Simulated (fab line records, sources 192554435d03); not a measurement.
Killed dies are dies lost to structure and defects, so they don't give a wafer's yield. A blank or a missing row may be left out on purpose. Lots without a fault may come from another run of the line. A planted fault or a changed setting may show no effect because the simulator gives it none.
Chamber matching | flow n5_finfet | N5_BEOL_M4_ALD_84 on ald_metal-04: 4 sister chambers
The step deposits TaN, pulse time 2 s, purge time 3 s, co reactant purge time 2 s. 14 wafers are shown with their chamber, then 7 later ones without.

WAFERS WITH THEIR CHAMBER
wafer  | chamber | heater_power_w (W) | precursor_vessel_carrier_sccm (sccm) | susceptor_temp_C (C)
L079.3 | 2       | 435                | 1002                                 | 274.89
L079.5 | 1       | 366                | 997                                  | 274.98
L079.6 | 0       | 490                | 1002                                 | 275.12
L082.2 | 3       | 378                | 1002                                 | 274.91
L082.3 | 0       | 492                | 1003                                 | 275.21
L082.6 | 2       | 416                | 1002                                 | 275.20
L085.1 | 1       | 370                | 1000                                 | 275.02
L085.3 | 2       | 419                | 1001                                 | 274.98
L085.4 | 0       | 473                | 1003                                 | 275.10
L089.1 | 3       | 369                | 999                                  | 275.22
L089.4 | 1       | 376                | 1007                                 | 274.96
L089.6 | 0       | 500                | 1003                                 | 275.05
L091.2 | 3       | 368                | 999                                  | 274.96
L091.5 | 3       | 365                | 994                                  | 274.82

SIGNATURES (means of the wafers above)
reading                       | chamber 0 | chamber 1 | chamber 2 | chamber 3 | scatter within a chamber
heater_power_w                | 488.75    | 370.67    | 423.33    | 370.00    | 8.6
precursor_vessel_carrier_sccm | 1002.75   | 1001.33   | 1001.67   | 998.50    | 2.95
susceptor_temp_C              | 275.1200  | 274.9867  | 275.0233  | 274.9775  | 0.124
Rule: a wafer's distance from a chamber is the root of the sum, over the readings, of the square of ((its reading less the chamber's mean) divided by the reading's scatter). The wafer belongs to the nearest chamber; if the next one is less than 2 further off, it can't be placed. The scatter: the root of (the sum of the squares of (reading less its chamber's mean) over the shown wafers, divided by (wafers less chambers)).

WAFERS WITHOUT THEIR CHAMBER
wafer  | heater_power_w (W) | precursor_vessel_carrier_sccm (sccm) | susceptor_temp_C (C)
L091.6 | 494                | 1001                                 | 275.00
L093.1 | 409                | 999                                  | 274.85
L093.2 | 501                | 1006                                 | 275.09
L093.6 | 484                | 1000                                 | 274.76
L096.3 | 377                | 1004                                 | 274.82
L096.4 | 370                | 997                                  | 275.29
L096.6 | 422                | 998                                  | 275.08

WHICH CHAMBER EACH WENT THROUGH
wafer  | from the rows above     | in truth
L091.6 | 0                       | 0
L093.1 | 2                       | 2
L093.2 | 0                       | 0
L093.6 | 0                       | 0
L096.3 | can't be placed: 1 or 3 | 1
L096.4 | can't be placed: 3 or 1 | 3
L096.6 | 2                       | 2
Placed correctly: 5 of 7. Can't be placed from these rows: 2 (the true chamber is among the candidates in 2). Placed wrongly: 0.
